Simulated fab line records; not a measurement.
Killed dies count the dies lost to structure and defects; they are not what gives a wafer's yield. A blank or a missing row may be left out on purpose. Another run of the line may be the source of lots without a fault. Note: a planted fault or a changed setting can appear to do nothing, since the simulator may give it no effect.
Split-lot study + flow n5_finfet + 7 lots, 21 wafers read, on a route of 1938 steps

ON THE SPLIT
At N5_BEOL_M4_DESCUM_16 (chemistry O2, time 7 s), the setting time_s was moved away from the recipe's 7 s on 8 of the 21 wafers read, by -16.5% to +18.6%. The other wafers ran this setting at the recipe's value.

FROM THE SPLIT TO THE READING: what the file shows between them, 1 step
- N5_BEOL_M4_ETCH_74: etches underlayer in N2/H2, target depth 6.5 nm, time 5.2 s

THE READING
CAR-EUV_of_BEOL_M4_COAT_05.thk_nm (the simulator's own value, which no gauge read), in nm, at N5_BEOL_M4_ETCH_63 (etches SiARC in CF4, target depth 15.6 nm, time 26 s). There is no usual value for it anywhere in the file. Here, 13 wafers ran the recipe; their average is 11.1 nm with a standard deviation of 0.097 nm.

| wafer  | tool, chamber at the split | time_s as run, s | against the recipe | CAR-EUV_of_BEOL_M4_COAT_05.thk_nm, nm | against lot-mates on the recipe |
|--------|----------------------------|------------------|--------------------|---------------------------------------|---------------------------------|
| L075.1 | rie_diel-02, 1,3,3         | 7                | recipe             | 11.2                                  | -                               |
| L075.3 | rie_diel-02, 1,3,3         | 7                | recipe             | 11.2                                  | -                               |
| L075.6 | rie_diel-02, 1,3,3         | 7                | recipe             | 11.2                                  | -                               |
| L078.2 | rie_diel-04, 2,3,3         | 7                | recipe             | 11                                    | -                               |
| L078.3 | rie_diel-04, 2,3,3         | 7                | recipe             | 11.2                                  | -                               |
| L078.6 | rie_diel-04, 2,3,3         | 7                | recipe             | 11.2                                  | -                               |
| L081.4 | rie_diel-02, 0             | 5.883            | -16.0%             | 11.4                                  | +0.4                            |
| L081.6 | rie_diel-02, 0             | 5.883            | -16.0%             | 11.4                                  | +0.4                            |
| L081.5 | rie_diel-02, 1             | 7                | recipe             | 11                                    | -                               |
| L080.3 | rie_diel-04, 3             | 8.3              | +18.6%             | 10.8                                  | -0.4                            |
| L080.5 | rie_diel-04, 3             | 8.3              | +18.6%             | 10.8                                  | -0.4                            |
| L080.6 | rie_diel-04, 0             | 7                | recipe             | 11.2                                  | -                               |
| L082.2 | rie_diel-04, 3,0,3         | 5.843            | -16.5%             | 11.8                                  | no lot-mate on the recipe       |
| L082.3 | rie_diel-04, 3,0,3         | 5.843            | -16.5%             | 11.8                                  | no lot-mate on the recipe       |
| L082.6 | rie_diel-04, 3,0,3         | 5.843            | -16.5%             | 11.8                                  | no lot-mate on the recipe       |
| L084.1 | rie_diel-05, 1,0,0         | 7                | recipe             | 11.2                                  | -                               |
| L084.3 | rie_diel-05, 1,0,0         | 7                | recipe             | 11                                    | -                               |
| L084.4 | rie_diel-05, 1,0,0         | 7                | recipe             | 11                                    | -                               |
| L091.2 | rie_diel-05, 2,1           | 7                | recipe             | 11.2                                  | -                               |
| L091.5 | rie_diel-05, 2             | 5.879            | -16.0%             | 11.8                                  | +0.7                            |
| L091.6 | rie_diel-05, 2,1           | 7                | recipe             | 11                                    | -                               |
The file does not say which wafer passed through which chamber wherever a row lists several chambers: such a row stands for several wafers.

FIT RESULTS
A straight line over all 21 wafers: CAR-EUV_of_BEOL_M4_COAT_05.thk_nm changes by -0.0275 nm for each +1% of time_s; r = -0.89; the points scatter about the line by 0.15 nm.
The same after taking each lot's own level away (the mean of its wafers on the recipe; 18 wafers): -0.0265 nm for each +1%; r = -0.93; scatter 0.099 nm.
That fit puts the effect of the largest move of time_s on the reading at 0.49 nm.
The span of the lots' own levels, 11.00 to 11.20 nm, comes to 2.1 times the standard deviation stated above.
So the lot-to-lot level changes the slope little: the two slopes agree.
Check: with one of the wafers moved furthest among these (+18.6%) left out of the fit, the line predicts -0.5 nm for it against its lot-mates. Against them it came out at -0.4 nm.

THESE WAFERS: OTHER SPLITS
Other splits were also applied to these wafers ahead of the reading. Each is held against what the fit with the lots' levels taken away leaves over:
| other split on the same wafers | wafers away from the commonest value | r with CAR-EUV_of_BEOL_M4_COAT_05.thk_nm (lot level and that fit taken away) |
|--------------------------------|--------------------------------------|------------------------------------------------------------------------------|
| N5_BEOL_M2_DEP_57 time_s       | 10                                   | +0.12                                                                        |
| N5_BEOL_M3_COAT_05 spin_rpm    | 6                                    | -0.14                                                                        |
| N5_BEOL_M3_COAT_22 spin_rpm    | 3                                    | -0.06                                                                        |

THE WHOLE CHAIN: every reading that the file lists as answering this split, in the file's order
| step                 | what it does                                         | reading                                                                            | change (the file's fit)                | r (the file's) |
|----------------------|------------------------------------------------------|------------------------------------------------------------------------------------|----------------------------------------|----------------|
| N5_BEOL_M4_DESCUM_16 | chemistry O2, time 7 s                               | CAR-EUV_of_BEOL_M4_COAT_05.thk_nm (the simulator's own value, which no gauge read) | -0.036 nm for each +1% of the setting  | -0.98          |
| N5_BEOL_M4_ETCH_63   | etches SiARC in CF4, target depth 15.6 nm, time 26 s | CAR-EUV_of_BEOL_M4_COAT_05.thk_nm (the simulator's own value, which no gauge read) | -0.0292 nm for each +1% of the setting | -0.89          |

THE FILE'S OWN FIT
CAR-EUV_of_BEOL_M4_COAT_05.thk_nm changes by -0.0292 nm for each +1% of time_s, r = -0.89.
